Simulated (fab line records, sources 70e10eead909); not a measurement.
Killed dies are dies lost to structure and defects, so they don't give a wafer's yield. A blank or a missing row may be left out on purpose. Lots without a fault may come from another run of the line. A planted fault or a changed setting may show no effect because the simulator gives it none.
Which tool did it? | flow nand_harc | 13 lots, 39 wafers sampled, at 6 steps of a route of 1302

WHAT THE GAUGES READ, wafer by wafer
NHARC_A_ONON_D2_THK_MEAS_05: measures by ellipsometry. Usual: thk_nm 1002 nm, standard deviation 9.4.
lot  | measured     | on            | thk_nm (nm)    | flag
L694 | day 13 03:41 | film_metro-02 | 1007 1006 1007 |
L695 | day 13 15:28 | film_metro-01 | 997 998 997    |
L696 | day 13 15:20 | film_metro-02 | 992 990 992    |
L693 | day 13 15:20 | film_metro-01 | 991 990 990    |
L698 | day 14 07:06 | film_metro-02 | 1004 1007 1006 |
L699 | day 14 19:07 | film_metro-02 | 1017 1017 1018 |
L700 | day 15 17:43 | film_metro-02 | 1002 1002 1003 |
L701 | day 16 01:13 | film_metro-01 | 1012 1014 1014 |
L705 | day 17 02:14 | film_metro-01 | 986 986 988    |
L708 | day 19 03:06 | film_metro-02 | 996 995 995    |
L710 | day 20 00:20 | film_metro-01 | 1003 1002 1005 |
L712 | day 20 03:04 | film_metro-01 | 985 988 989    |
L711 | day 20 02:54 | film_metro-01 | 993 995 992    |

NHARC_A_ONON_D2_THK_MEAS_27: measures by ellipsometry. Usual: thk_nm 999 nm, standard deviation 8.9.
lot  | measured     | on            | thk_nm (nm)    | flag
L694 | day 13 14:25 | film_metro-01 | 986 987 986    |
L695 | day 14 02:49 | film_metro-02 | 992 993 993    |
L696 | day 14 02:41 | film_metro-01 | 1004 1005 1005 |
L693 | day 14 02:28 | film_metro-02 | 1010 1010 1012 |
L698 | day 14 15:40 | film_metro-01 | 1011 1010 1012 |
L699 | day 15 05:52 | film_metro-01 | 996 994 997    |
L700 | day 16 04:31 | film_metro-02 | 1008 1007 1006 |
L701 | day 16 14:10 | film_metro-01 | 1017 1016 1015 |
L705 | day 17 10:29 | film_metro-02 | 1005 1004 1004 |
L708 | day 19 13:53 | film_metro-01 | 995 1491 1488  | OFF
L710 | day 20 11:08 | film_metro-01 | 1486 1484 1485 | OFF
L712 | day 20 11:08 | film_metro-02 | 985 985 987    |
L711 | day 20 11:09 | film_metro-01 | 1000 999 999   |

NHARC_A_CHANNEL_HOLE_D2_CD_MEAS_10: target cd 100 nm. Usual: cd_nm 100.3 nm, standard deviation 0.51.
lot  | measured     | on        | cd_nm (nm)        | flag
L694 | day 13 18:56 | cd_sem-03 | 100.5 100.5 99.8  |
L695 | day 14 08:34 | cd_sem-03 | 100.7 100.7 101.2 |
L696 | day 14 06:56 | cd_sem-01 | 100.6 99.7 100.0  |
L693 | day 14 06:40 | cd_sem-02 | 100.5 100.6 100.0 |
L698 | day 14 19:46 | cd_sem-01 | 98.9 99.1 99.4    |
L699 | day 15 12:56 | cd_sem-03 | 100.0 99.7 100.4  |
L700 | day 16 08:23 | cd_sem-03 | 100.6 100.8 99.3  |
L701 | day 16 19:34 | cd_sem-01 | 99.7 100.5 99.9   |
L705 | day 17 17:55 | cd_sem-03 | 100.2 100.8 100.2 |
L708 | day 19 18:44 | cd_sem-01 | 100.7             |
L712 | day 20 18:02 | cd_sem-02 | 100.4 100.8 100.7 |
L711 | day 20 18:59 | cd_sem-01 | 100.4 100.0 99.7  |

NHARC_END_SORT_01. Usual: killed_at_array 58, standard deviation 20; killed_at_other 0.8, standard deviation 1; killed_at_periphery 4.6, standard deviation 2.8; killed_dies 63, standard deviation 19; killed_open 3.4, standard deviation 2; killed_short 2.4, standard deviation 1.8.
lot  | measured     | on        | killed_at_array | killed_at_other | killed_at_periphery | killed_dies | killed_open | killed_short | flag
L695 | day 25 12:50 | prober-02 | 88 99 80        | 0 0 0           | 5 5 5               | 93 104 85   | 3 0 0       | 7 2 3        |
L700 | day 27 20:25 | prober-02 | 47 48 64        | 0 1 1           | 1 6 1               | 48 55 66    | 4 4 2       | 1 3 2        |
L705 | day 29 06:58 | prober-01 | 42 37 29        | 0 1 1           | 3 1 6               | 45 39 36    | 3 8 3       | 2 2 2        |
L708 | day 30 21:44 | prober-01 | 108 672 671     | 1 2 0           | 3 3 6               | 112 677 677 | 4 3 7       | 2 1 2        | OFF
L710 | day 32 19:04 | prober-01 | 671 675 674     | 0 0 0           | 6 2 3               | 677 677 677 | 3 4 4       | 4 1 2        | OFF
L712 | day 32 05:35 | prober-02 | 69 58 76        | 1 0 1           | 1 1 1               | 71 59 78    | 0 3 2       | 4 0 1        |

WHICH TOOL RAN EACH LOT (tool, then ch and the chambers of the sampled wafers, then the start)
lot  | NHARC_A_DECK1_JOINT_DEP_16      | NHARC_A_ONON_D2_DEP_25
L694 | pecvd-02 ch 0,1, day 13 02:14   | pecvd_onon-01 ch 0, day 13 13:58
L695 | pecvd-03 ch 0,1,2, day 13 13:53 | pecvd_onon-03 ch 0, day 14 02:22
L696 | pecvd-01 ch 0,1,2, day 13 13:55 | pecvd_onon-01 ch 0, day 14 02:10
L693 | pecvd-02 ch 0,1,2, day 13 13:58 | pecvd_onon-03 ch 0, day 14 02:08
L698 | pecvd-02 ch 0,1,2, day 14 05:41 | pecvd_onon-03 ch 0, day 14 15:10
L699 | pecvd-01 ch 0,1,2, day 14 17:44 | pecvd_onon-04 ch 0, day 15 05:32
L700 | pecvd-01 ch 0,1, day 15 16:19   | pecvd_onon-03 ch 0, day 16 04:07
L701 | pecvd-02 ch 0,2, day 15 23:45   | pecvd_onon-04 ch 0, day 16 13:43
L705 | pecvd-02 ch 0,2, day 17 00:50   | pecvd_onon-04 ch 0, day 17 09:58
L708 | pecvd-03 ch 0,2, day 19 01:39   | pecvd_onon-01 ch 0, day 19 13:25
L710 | pecvd-02 ch 0,1,2, day 19 22:52 | pecvd_onon-01 ch 0, day 20 10:44
L712 | pecvd-01 ch 1,2, day 20 01:11   | pecvd_onon-04 ch 0, day 20 10:37
L711 | pecvd-03 ch 0,1,2, day 20 01:13 | pecvd_onon-03 ch 0, day 20 10:42
- NHARC_A_DECK1_JOINT_DEP_16: deposits SiO2, target thk 45 nm.
- NHARC_A_ONON_D2_DEP_25: target thk 1000 nm.

WHAT THE TOOLS THEMSELVES READ (means of the sampled wafers that have a number; where no wafer has one, the mark that the record gives instead)
NHARC_A_DECK1_JOINT_DEP_16. Usual: heater_power_w 577 W, standard deviation 93; showerhead_vpp_V 1809 V, standard deviation 77; throttle_valve_pct 15.6 %, standard deviation 0.5.
lot  | tool     | heater_power_w (W) | showerhead_vpp_V (V) | throttle_valve_pct (%) | flag
L694 | pecvd-02 | 506                | 1844                 | 15.3                   |
L695 | pecvd-03 | 511                | 1844                 | 15.8                   |
L696 | pecvd-01 | 602                | 1761                 | 16.2                   |
L693 | pecvd-02 | 552                | 1837                 | 15.5                   |
L698 | pecvd-02 | 477                | 1835                 | 15.6                   |
L699 | pecvd-01 | 624                | 1752                 | 15.5                   |
L700 | pecvd-01 | 731                | 1708                 | 15.3                   |
L701 | pecvd-02 | 494                | 1896                 | 15.9                   |
L705 | pecvd-02 | 590                | 1832                 | 15.8                   |
L708 | pecvd-03 | 543                | 1794                 | 15.3                   |
L710 | pecvd-02 | 560                | 1830                 | 15.1                   |
L712 | pecvd-01 | 691                | 1812                 | 16.0                   |
L711 | pecvd-03 | 523                | 1826                 | 15.6                   |

NHARC_A_ONON_D2_DEP_25. Usual: n2o_flow_sccm 2000 sccm, standard deviation 6.1.
lot  | tool          | n2o_flow_sccm (sccm) | flag
L694 | pecvd_onon-01 | 2002                 |
L695 | pecvd_onon-03 | 1992                 |
L696 | pecvd_onon-01 | 2001                 |
L693 | pecvd_onon-03 | 1999                 |
L698 | pecvd_onon-03 | 1997                 |
L699 | pecvd_onon-04 | 1995                 |
L700 | pecvd_onon-03 | 2007                 |
L701 | pecvd_onon-04 | 1998                 |
L705 | pecvd_onon-04 | 2009                 |
L708 | pecvd_onon-01 | 2003                 |
L710 | pecvd_onon-01 | 1999                 |
L712 | pecvd_onon-04 | 2004                 |
L711 | pecvd_onon-03 | 2003                 |

THE ANSWER, worked out from the rows above alone
Rule: a lot is off if the mean of its wafers that have a number lies more than 3 standard deviations from the usual mean. A lot without any number at a reading at which 4 lots or more have one is off too. The other lots that the step has rows for count as sound. The gauges are gone through in route order, then the tools' own readings, and for those a lot's mean is taken as printed above. The first step at which some lot is off is used, and at that step the reading that is off furthest; a lot without a number counts as furthest.
Off: L708, L710, at NHARC_A_ONON_D2_THK_MEAS_27 (thk_nm).
A tool fits if, at a process step before that reading, it ran every lot that is off, and no sound lot after the first of them. The gauges at NHARC_A_ONON_D2_THK_MEAS_27 aren't tried: what is off there is off at NHARC_END_SORT_01 too, on other tools, and a gauge's error can't cause that. One fits: pecvd_onon-01 at NHARC_A_ONON_D2_DEP_25. Its last sound lot is L696 (day 14 02:10), its first lot that is off L708 (day 19 13:25): a fault that began between those two fits.

WHAT THE SIMULATOR HAD PUT IN
Process parameter drift: pecvd_onon-01, from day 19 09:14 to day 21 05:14, at NHARC_A_ONON_D2_DEP_25. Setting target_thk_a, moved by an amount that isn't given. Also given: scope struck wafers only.
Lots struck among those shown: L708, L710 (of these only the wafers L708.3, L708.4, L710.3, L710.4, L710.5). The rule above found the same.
